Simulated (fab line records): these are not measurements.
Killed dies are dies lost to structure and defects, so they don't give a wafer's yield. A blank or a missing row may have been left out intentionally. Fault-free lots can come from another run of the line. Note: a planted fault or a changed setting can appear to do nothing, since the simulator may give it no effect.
fab line records + flow n5Finfet + part 2 of 2: steps 16 to 23 of 23
[record]
- lots = 5
- wafers = 15
- lastDay = 18
route steps=1938 shown FIN_CUT@167 STI_FIN_REVEAL@183
lots that met no fault: from a run of the same line without faults
startH: hours from the record's first day to the start of the lot's first wafer shown + waitH: time in hours since the lot's previous step + " repeats the value in the row above + L1.1+2: a single row standing in for several wafers + - either no value or no given start + * or withheld: withheld + < > ~ a bound
route shown NAME@n: NAME is a module with steps in the file, n the number in the route of the first one + usual: the fault-free wafers' mean and standard deviation + same: alike in all rows + chamber/n: place in a boat + sites: readings site by site + _std_site: how widely they spread, as a standard deviation + _edge_site: inner sites' mean taken away from outer sites' mean + radiusMm: how far each site lies from the wafer's centre + mask NAME#n: copy n + behind: the last tool/chamber to shape the wafer + hold: cause of the lot's hold/its duration in hours/its outcome + device: the n, p or np transistor that did not switch + end of line: at the end of the route, the tests of the same wafers + a step with no rows: only its recipe + killed: at the first sort, the dies lost to defects and structure; wafer yield is something else + map: shows each die of a wafer: x if killed, . if not, _ if none is there
set.NAME: the setting the step ran with; set.NAME@STEP: the setting that earlier step ran with + model.NAME: the simulator's own value behind a step, which no gauge read
lots at selected steps of the route; one table per step, one row per wafer
services: the hour from which a tool's chamber was out of use, counted from the record's first day as startH (under 0 if before that day), plus the number of hours and why
[[steps]]
[step N5_FIN_CUT_INSPECT_17]
[recipe]
- inspectInstrument = brightfield
- mode = aei
[usual]
- rawDefectCount = 210/54
| lot.wafer | tool             | chamber | startH | waitH | rawDefectCount |
|-----------|------------------|---------|--------|-------|----------------|
| L075.1    | defectInspect-01 | -       | 37.28  | 0.0   | 158            |
| L075.2    | "                | -       | "      | "     | 130            |
| L075.6    | "                | -       | "      | "     | 141            |
| L080.3    | defectInspect-01 | -       | 65.05  | 0.0   | 151            |
| L080.5    | "                | -       | "      | "     | 239            |
| L080.6    | "                | -       | "      | "     | 213            |
| L087.2    | defectInspect-02 | -       | 106.60 | 0.0   | 235            |
| L087.5    | "                | -       | "      | "     | 345            |
| L087.6    | "                | -       | "      | "     | 243            |
| L089.1    | defectInspect-01 | -       | 119.00 | 0.0   | 167            |
| L089.2    | "                | -       | "      | "     | 221            |
| L089.4    | "                | -       | "      | "     | 222            |
| L096.1    | defectInspect-01 | -       | 160.66 | 0.0   | 239            |
| L096.2    | "                | -       | "      | "     | 194            |
| L096.4    | "                | -       | "      | "     | 309            |
[step N5_STI_FIN_REVEAL_ALD_00]
[recipe]
- material = SiO2
- targetThkA = 10
- tempC = 300
- aldPrecursorFamily = BDEAS
- aldCoReactant = O2-plasma
- pulseTimeS = 1
- pressureTorr = 2
[usual]
- heaterPowerOuterW = 257/27
- heaterPowerW = 454/48
- precursorPulseHeightRel = 1.000/0.021
| lot.wafer | tool      | chamber | startH | waitH | heaterPowerOuterW | heaterPowerW | precursorPulseHeightRel | sinceWetCleanH |
|-----------|-----------|---------|--------|-------|-------------------|--------------|-------------------------|----------------|
| L075.1    | aldSin-01 | 3       | 37.53  | 0.2   | 255               | 440          | 0.966                   | 30             |
| L075.2    | "         | 1       | "      | "     | 245               | 433          | 0.992                   | 30             |
| L075.6    | "         | 3       | "      | "     | 255               | 445          | 0.988                   | -              |
| L080.3    | aldSin-04 | 2       | 65.08  | 0.0   | 291               | 513          | 0.987                   | 346            |
| L080.5    | "         | 1       | "      | "     | 284               | 459          | 0.988                   | -              |
| L080.6    | "         | 2       | "      | "     | 296               | 514          | 0.950                   | -              |
| L087.2    | aldSin-02 | 2       | 106.64 | 0.0   | 203               | 423          | 0.982                   | 296            |
| L087.5    | "         | 3       | "      | "     | 270               | 483          | 1.004                   | -              |
| L087.6    | "         | 2       | "      | "     | 204               | 414          | 0.987                   | -              |
| L089.1    | aldSin-01 | 2       | 119.35 | 0.4   | 265               | 459          | 0.978                   | 112            |
| L089.2    | "         | 0       | "      | "     | 232               | 384          | 0.983                   | 112            |
| L089.4    | "         | 2       | "      | "     | 262               | 451          | 1.019                   | -              |
| L096.1    | aldSin-02 | 0       | 160.70 | 0.0   | 338               | 581          | 1.014                   | 350            |
| L096.2    | "         | 3       | "      | "     | 260               | 496          | 1.023                   | 350            |
| L096.4    | "         | 2       | "      | "     | 202               | 414          | 0.996                   | 350            |
[step N5_STI_FIN_REVEAL_ALD_14]
[recipe]
- material = Si3N4
- targetThkA = 30
- tempC = 400
- aldPrecursorFamily = SiH2I2
- aldCoReactant = N2/H2-plasma
- pressureTorr = 2
[usual]
- heaterPowerOuterW = 505/53
- heaterPowerW = 808/87
| lot.wafer | tool      | chamber | startH | waitH | heaterPowerOuterW | heaterPowerW | sinceWetCleanH |
|-----------|-----------|---------|--------|-------|-------------------|--------------|----------------|
| L075.1    | aldSin-01 | 3       | 37.58  | 0.0   | 486               | 796          | 30             |
| L075.2    | "         | 1       | "      | "     | 480               | 767          | 30             |
| L075.6    | "         | 3       | "      | "     | 509               | 780          | -              |
| L080.3    | aldSin-04 | 2       | 65.13  | 0.0   | 573               | 927          | 346            |
| L080.5    | "         | 1       | "      | "     | 552               | 827          | -              |
| L080.6    | "         | 2       | "      | "     | 569               | 920          | -              |
| L087.2    | aldSin-02 | 2       | 106.69 | 0.0   | 399               | 745          | 296            |
| L087.5    | "         | 3       | "      | "     | 516               | 884          | -              |
| L087.6    | "         | 2       | "      | "     | 396               | 753          | -              |
| L089.1    | aldSin-01 | 2       | 119.40 | 0.0   | 526               | 824          | 112            |
| L089.2    | "         | 0       | "      | "     | 452               | 700          | 112            |
| L089.4    | "         | 2       | "      | "     | 517               | 818          | -              |
| L096.1    | aldSin-02 | 0       | 160.75 | 0.0   | 664               | 1050         | 350            |
| L096.2    | "         | 3       | "      | "     | 514               | 869          | 350            |
| L096.4    | "         | 2       | "      | "     | 397               | 731          | 350            |
[step N5_STI_FIN_REVEAL_FCVD_FILL_01]
[recipe]
- material = SiO2_flowable
- targetThkA = 3120
- tempC = 100
- pressureTorr = 0.8
- rfW = 2000
- timeS = 512.2
[usual]
- rfFwdPowerW = 1998/5.8
| lot.wafer | tool    | chamber | startH | waitH | rfFwdPowerW |
|-----------|---------|---------|--------|-------|-------------|
| L075.1    | fcvd-01 | 1       | 37.82  | 0.1   | 2003        |
| L075.2    | "       | 1       | "      | "     | 1992        |
| L075.6    | "       | 1       | "      | "     | 1993        |
| L080.3    | fcvd-01 | 1       | 65.57  | 0.3   | 1999        |
| L080.5    | "       | 0       | "      | "     | 2001        |
| L080.6    | "       | 1       | "      | "     | 1997        |
| L087.2    | fcvd-01 | 1       | 106.92 | 0.1   | 1994        |
| L087.5    | "       | 1       | "      | "     | 1999        |
| L087.6    | "       | 0       | "      | "     | 2003        |
| L089.1    | fcvd-01 | 0       | 119.64 | 0.1   | 2003        |
| L089.2    | "       | 1       | "      | "     | 2001        |
| L089.4    | "       | 1       | "      | "     | 2003        |
| L096.1    | fcvd-01 | 1       | 160.98 | 0.1   | 2011        |
| L096.2    | "       | 0       | "      | "     | 1999        |
| L096.4    | "       | 0       | "      | "     | 2003        |
[step N5_STI_FIN_REVEAL_DENSIFY_02]
[recipe]
- tempC = 650
- ambient = steam
- timeS = 1800
- idleTempC = 400
- densificationPH2oTorr = 640
[usual]
- spikeTcUpperC = 649.1/1.2
- zonePowerTopPct = 20.1/0.67
| lot.wafer | tool       | chamber | startH | waitH | spikeTcUpperC | zonePowerTopPct |
|-----------|------------|---------|--------|-------|---------------|-----------------|
| L075.1    | furnace-01 | 0       | 39.05  | 1.0   | 648.5         | 20.4            |
| L075.2    | "          | 0       | "      | "     | 649.2         | 20.8            |
| L075.6    | "          | 0       | "      | "     | 650.8         | 20.6            |
| L080.3    | furnace-02 | 0       | 66.02  | 0.2   | 647.0         | 19.7            |
| L080.5    | "          | 0       | "      | "     | 647.6         | 19.4            |
| L080.6    | "          | 0       | "      | "     | 649.1         | 19.4            |
| L087.2    | furnace-02 | 0       | 107.69 | 0.6   | 648.0         | 19.5            |
| L087.5    | "          | 0       | "      | "     | 649.3         | 19.5            |
| L087.6    | "          | 0       | "      | "     | 649.0         | 19.4            |
| L089.1    | furnace-02 | 0       | 120.27 | 0.4   | 647.4         | 19.3            |
| L089.2    | "          | 0       | "      | "     | 648.0         | 19.6            |
| L089.4    | "          | 0       | "      | "     | 648.5         | 19.2            |
| L096.1    | furnace-03 | 0       | 161.62 | 0.4   | 651.1         | 20.8            |
| L096.2    | "          | 0       | "      | "     | 650.7         | 21.3            |
| L096.4    | "          | 0       | "      | "     | 649.6         | 21.3            |
[step N5_STI_FIN_REVEAL_CMP_04]
[recipe]
- stopOn = Si3N4
- tOverpolishS = 4
- downForcePsi = 2
- platenRpm = 54.18
- postCmpClean = alkalineBrush
- padVelocityMS = 1.078
- targetThkNm = 131.83
[usual]
- motorCurrentA = 8.1/0.91
- overpolishRunS = 4.000/0.0098
- timeToEndpointS = 101/5.5
| lot.wafer | tool   | chamber | startH | waitH | motorCurrentA | overpolishRunS | timeToEndpointS |
|-----------|--------|---------|--------|-------|---------------|----------------|-----------------|
| L075.2    | cmp-01 | 0       | 43.33  | 0.1   | 7.1           | 4.000          | 97              |
| L075.1    | "      | 1       | "      | "     | 7.8           | 4.003          | 96              |
| L075.6    | "      | 0       | "      | "     | 7.1           | 3.996          | 95              |
| L080.3    | cmp-01 | 3       | 70.18  | 0.0   | 8.4           | 4.005          | 102             |
| L080.6    | "      | 3       | "      | "     | 8.7           | 4.006          | 103             |
| L080.5    | "      | 0       | "      | "     | 7.3           | 3.994          | 97              |
| L087.2    | cmp-04 | 3       | 111.87 | 0.0   | 8.0           | 3.983          | 103             |
| L087.5    | "      | 3       | "      | "     | 7.4           | 4.011          | 103             |
| L087.6    | "      | 0       | "      | "     | 9.1           | 3.983          | 104             |
| L089.1    | cmp-03 | 0       | 124.45 | 0.0   | 8.6           | 4.001          | 95              |
| L089.2    | "      | 1       | "      | "     | 7.3           | 3.973          | 100             |
| L089.4    | "      | 3       | "      | "     | 6.4           | 4.004          | 95              |
| L096.2    | cmp-04 | 0       | 165.79 | 0.0   | 8.8           | 4.016          | 101             |
| L096.1    | "      | 1       | "      | "     | 7.2           | 3.995          | 105             |
| L096.4    | "      | 2       | "      | "     | 7.8           | 3.984          | 110             |
[step N5_STI_FIN_REVEAL_THK_MEAS_05]
[usual]
- thkNm = 131.0/1.1
| lot.wafer | tool         | chamber | startH | waitH | thkNm |
|-----------|--------------|---------|--------|-------|-------|
| L075.1    | filmMetro-01 | -       | 43.59  | -     | 130.2 |
| L075.2    | "            | -       | "      | "     | 130.0 |
| L075.6    | "            | -       | "      | "     | 129.9 |
| L080.3    | filmMetro-02 | -       | 70.48  | -     | 131.5 |
| L080.5    | "            | -       | "      | "     | 130.4 |
| L080.6    | "            | -       | "      | "     | 130.6 |
| L087.2    | filmMetro-01 | -       | 112.16 | -     | 129.6 |
| L087.5    | "            | -       | "      | "     | 130.7 |
| L087.6    | "            | -       | "      | "     | 130.4 |
| L089.1    | filmMetro-02 | -       | 124.75 | -     | 130.6 |
| L089.2    | "            | -       | "      | "     | 130.8 |
| L089.4    | "            | -       | "      | "     | 131.0 |
| L096.1    | filmMetro-02 | -       | 166.08 | -     | 132.9 |
| L096.2    | "            | -       | "      | "     | 131.1 |
| L096.4    | "            | -       | "      | "     | 131.5 |
[step N5_STI_FIN_REVEAL_DENSIFY_30]
[recipe]
- tempC = *
- timeS = *
- ambient = N2
- idleTempC = 600
- rampUpCPerS = 150
- rampDownCPerS = 60
- coolToC = 600
[usual]
- lampPowerPct = 11.53/0.059
- lamp_zone_4_pct = 11.528/0.018
- wafer_temp_C_max = *
| lot.wafer | tool         | chamber | startH | waitH | lampPowerPct | lamp_zone_4_pct | wafer_temp_C_max |
|-----------|--------------|---------|--------|-------|--------------|-----------------|------------------|
| L075.1    | rtpAnneal-01 | 0       | 43.61  | 0.0   | 11.60        | 11.506          | *                |
| L075.2    | "            | 0       | "      | "     | 11.51        | 11.509          | *                |
| L075.6    | "            | 0       | "      | "     | 11.41        | 11.576          | *                |
| L080.3    | rtpAnneal-01 | 0       | 71.43  | 0.9   | 11.57        | 11.551          | *                |
| L080.5    | "            | 0       | "      | "     | 11.66        | 11.517          | *                |
| L080.6    | "            | 0       | "      | "     | 11.47        | 11.558          | *                |
| L087.2    | rtpAnneal-02 | 0       | 112.22 | 0.1   | 11.48        | 11.523          | *                |
| L087.5    | "            | 0       | "      | "     | 11.47        | 11.555          | *                |
| L087.6    | "            | 0       | "      | "     | 11.46        | 11.519          | *                |
| L089.1    | rtpAnneal-02 | 0       | 124.77 | 0.0   | 11.57        | 11.524          | *                |
| L089.2    | "            | 0       | "      | "     | 11.54        | 11.547          | *                |
| L089.4    | "            | 0       | "      | "     | 11.51        | 11.515          | *                |
| L096.1    | rtpAnneal-02 | 0       | 166.78 | 0.7   | 11.53        | 11.567          | *                |
| L096.2    | "            | 0       | "      | "     | 11.57        | 11.533          | *                |
| L096.4    | "            | 0       | "      | "     | 11.53        | 11.514          | *                |
[[services]]
| tool         | chamber | startH | hours | kind   |
|--------------|---------|--------|-------|--------|
| aldSin-04    | 3       | 13.74  | 2.4   | repair |
| wetBench-01  | -       | 17.14  | 7.5   | repair |
| wetBench-05  | -       | 20.08  | 1.9   | pm     |
| rtpAnneal-01 | -       | 21.87  | 2.0   | repair |
| aldSin-02    | 1       | 23.66  | 7.7   | repair |
| rieSi-05     | 1       | 25.19  | 1.6   | repair |
| rieDiel-03   | 0       | 25.76  | 27.0  | repair |
| aldSin-01    | 3       | 29.07  | 2.5   | repair |
| cmp-04       | -       | 37.77  | 1.2   | repair |
| aldSin-01    | -       | 45.26  | 0.7   | repair |
| wetBench-05  | -       | 47.82  | 2.0   | repair |
| aldSin-04    | 3       | 48.05  | 11.2  | repair |
| cmp-04       | -       | 49.31  | 1.4   | repair |
| rieSi-01     | 3       | 53.59  | 10.1  | repair |
| rieDiel-01   | 2       | 60.91  | 23.0  | repair |
| rieDiel-01   | -       | 62.44  | 2.8   | pm     |
| rtpAnneal-02 | -       | 68.09  | 4.4   | pm     |
| rieDiel-06   | 1       | 71.21  | 24.2  | repair |
| rieSi-05     | 3       | 101.14 | 12.1  | repair |
| rieDiel-03   | 1       | 103.40 | 9.8   | repair |
| aldSin-01    | 1       | 118.26 | 2.5   | repair |
| vaporEtch-01 | -       | 120.00 | 0.4   | repair |
| rieSi-05     | 2       | 136.95 | 15.4  | repair |
| rieDiel-01   | 3       | 161.64 | 11.6  | repair |
